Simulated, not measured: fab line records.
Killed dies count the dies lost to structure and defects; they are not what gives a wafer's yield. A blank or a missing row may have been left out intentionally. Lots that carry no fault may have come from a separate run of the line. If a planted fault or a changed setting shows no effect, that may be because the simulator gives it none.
Which tool is to blame? || flow nand-harc || at 1 step of a route of 1302, 7 lots with 21 wafers sampled

== WHAT THE GAUGES SHOWED, per wafer ==
NHARC_A_BONDPAD_CD_MEAS_09: the cd target is 500 nm.
{"lot": "L766", "measured": "day 23 14:53", "on": "cd-sem-03", "cd-nm (nm)": "501.4 499.5 500.8"}
{"lot": "L773", "measured": "day 26 11:06", "on": "cd-sem-01", "cd-nm (nm)": "499.5 500.8 497.2"}
{"lot": "L779", "measured": "day 28 10:40", "on": "cd-sem-02", "cd-nm (nm)": "501.7 500.6 501.7"}
{"lot": "L782", "measured": "day 30 14:20", "on": "cd-sem-03", "cd-nm (nm)": "505.0 502.4 501.2"}
{"lot": "L785", "measured": "day 30 22:39", "on": "cd-sem-03", "cd-nm (nm)": "499.3 497.1 500.3"}
{"lot": "L788", "measured": "day 32 04:59", "on": "cd-sem-02", "cd-nm (nm)": "502.1 501.5 504.1"}
{"lot": "L789", "measured": "day 32 23:22", "on": "cd-sem-02", "cd-nm (nm)": "497.8 499.4 500.2"}

== WHICH TOOL RAN EACH LOT (tool, then ch and the chambers of the sampled wafers, then the start) ==
The record shows no process step preceding these readings.

== THE ANSWER, worked out from the rows above alone ==
Rule: usual is defined by the lots themselves. Put in order of their means at a reading, lots are off if they are a third of the lots or fewer, leave a main group of 4 or more, and stand apart from it by a gap of 3 or more times the standard deviation of the main group's means; of several such gaps the widest counts. If all means in a main group match to the digits the tables above print for the reading, that group is not used. A lot without any number at a reading at which 4 lots or more have one is off too. Where the step has rows for the other lots, those lots are counted as sound.
Nothing can be told from this: no lot is off at any reading shown.

== WHAT HAD BEEN PUT IN BY THE SIMULATOR ==
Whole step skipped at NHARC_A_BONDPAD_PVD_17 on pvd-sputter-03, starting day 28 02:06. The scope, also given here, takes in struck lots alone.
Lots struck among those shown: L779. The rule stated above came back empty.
